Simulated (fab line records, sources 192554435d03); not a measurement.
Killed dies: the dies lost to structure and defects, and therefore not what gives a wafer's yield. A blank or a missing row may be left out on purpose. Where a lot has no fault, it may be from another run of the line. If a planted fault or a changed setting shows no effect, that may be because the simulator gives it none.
Matching of chambers :: flow n5_finfet :: 3 sister chambers for N5_BEOL_M10_PECVD_70 on pecvd-01
The step deposits SiO2 from TEOS/O2, target thk 20 nm, time 22.7 s. 6 wafers are shown with their chamber, then 10 later ones without.

== EACH WAFER AND ITS CHAMBER ==
wafer: L078.5
chamber: 1
throttle_valve_pct (%): 21.9
showerhead_plenum_p_Torr (Torr): 8.79

wafer: L080.5
chamber: 1
throttle_valve_pct (%): 22.0
showerhead_plenum_p_Torr (Torr): 8.79

wafer: L081.6
chamber: 0
throttle_valve_pct (%): 23.8
showerhead_plenum_p_Torr (Torr): 8.85

wafer: L088.6
chamber: 2
throttle_valve_pct (%): 21.6
showerhead_plenum_p_Torr (Torr): 8.74

wafer: L087.1
chamber: 0
throttle_valve_pct (%): 23.6
showerhead_plenum_p_Torr (Torr): 8.85

wafer: L087.2
chamber: 2
throttle_valve_pct (%): 21.7
showerhead_plenum_p_Torr (Torr): 8.81

== WAFERS WITHOUT THEIR CHAMBER ==
wafer: L087.3
throttle_valve_pct (%): 21.5
showerhead_plenum_p_Torr (Torr): 8.78

wafer: L095.2
throttle_valve_pct (%): 22.1
showerhead_plenum_p_Torr (Torr): 8.80

wafer: L095.4
throttle_valve_pct (%): 23.7
showerhead_plenum_p_Torr (Torr): 8.82

wafer: L095.5
throttle_valve_pct (%): 22.0
showerhead_plenum_p_Torr (Torr): 8.79

wafer: L096.1
throttle_valve_pct (%): 21.8
showerhead_plenum_p_Torr (Torr): 8.80

wafer: L096.3
throttle_valve_pct (%): 21.7
showerhead_plenum_p_Torr (Torr): 8.77

wafer: L096.6
throttle_valve_pct (%): 21.9
showerhead_plenum_p_Torr (Torr): 8.82

wafer: L097.3
throttle_valve_pct (%): 21.6
showerhead_plenum_p_Torr (Torr): 8.79

wafer: L097.4
throttle_valve_pct (%): 23.5
showerhead_plenum_p_Torr (Torr): 8.84

wafer: L097.6
throttle_valve_pct (%): 22.5
showerhead_plenum_p_Torr (Torr): 8.80

== CHAMBER TAKEN BY EACH ==
wafer: L087.3
from the rows above: 2
in truth: 2

wafer: L095.2
from the rows above: 1
in truth: 1

wafer: L095.4
from the rows above: 0
in truth: 0

wafer: L095.5
from the rows above: 1
in truth: 1

wafer: L096.1
from the rows above: can't be placed: 1 or 2
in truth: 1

wafer: L096.3
from the rows above: 2
in truth: 2

wafer: L096.6
from the rows above: can't be placed: 1 or 2
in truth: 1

wafer: L097.3
from the rows above: 2
in truth: 2

wafer: L097.4
from the rows above: 0
in truth: 0

wafer: L097.6
from the rows above: 1
in truth: 1
8 of 10 placed correctly. From these rows, 2 cannot be placed; in 2 the true chamber is one of the candidates. Wrongly placed: 0.
How it was worked out, from the rows above alone: a wafer's distance from a chamber is the root of the sum, over the readings, of the square of ((its reading less the chamber's mean) divided by the reading's scatter). The wafer belongs to the nearest chamber; if the next one is less than 2 further off, it can't be placed. Each chamber's mean is taken over the wafers shown for it. The scatter: the root of (the sum of the squares of (reading less its chamber's mean) over the shown wafers, divided by (wafers less chambers)).
